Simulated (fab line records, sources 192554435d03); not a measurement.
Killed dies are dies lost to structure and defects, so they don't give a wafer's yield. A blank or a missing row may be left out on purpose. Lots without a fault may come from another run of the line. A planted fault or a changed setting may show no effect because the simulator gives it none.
Chamber matching | flow n5_finfet | N5_BEOL_M6_ILD_DEP_00 on pecvd-02: 3 sister chambers
The step deposits SiCOH lowk from DEMS/porogen, target thk 179.75 nm, time 33.4 s. 6 wafers are shown with their chamber, then 7 later ones without.

WAFERS WITH THEIR CHAMBER
wafer  | chamber | throttle_valve_pct (%) | showerhead_plenum_p_Torr (Torr)
L430.1 | 1       | 14.2                   | 5.735
L436.1 | 1       | 14.4                   | 5.734
L436.4 | 0       | 15.5                   | 5.738
L436.5 | 2       | 13.1                   | 5.750
L445.1 | 0       | 15.6                   | 5.764
L445.5 | 2       | 13.4                   | 5.744

WAFERS WITHOUT THEIR CHAMBER
wafer  | throttle_valve_pct (%) | showerhead_plenum_p_Torr (Torr)
L445.6 | 14.3                   | 5.728
L447.1 | 14.3                   | 5.756
L447.2 | 15.8                   | 5.754
L447.6 | 14.3                   | 5.738
L448.2 | 15.6                   | 5.747
L448.3 | 14.7                   | 5.745
L448.5 | 15.6                   | 5.756

WHICH CHAMBER EACH WENT THROUGH
wafer  | from the rows above | in truth
L445.6 | 1                   | 1
L447.1 | 1                   | 1
L447.2 | 0                   | 0
L447.6 | 1                   | 1
L448.2 | 0                   | 0
L448.3 | 1                   | 1
L448.5 | 0                   | 0
Placed correctly: 7 of 7. Can't be placed from these rows: 0. Placed wrongly: 0.
How it was worked out, from the rows above alone: a wafer's distance from a chamber is the root of the sum, over the readings, of the square of ((its reading less the chamber's mean) divided by the reading's scatter). The wafer belongs to the nearest chamber; if the next one is less than 2 further off, it can't be placed. A chamber's mean is the mean of its shown wafers. The scatter: the root of (the sum of the squares of (reading less its chamber's mean) over the shown wafers, divided by (wafers less chambers)).
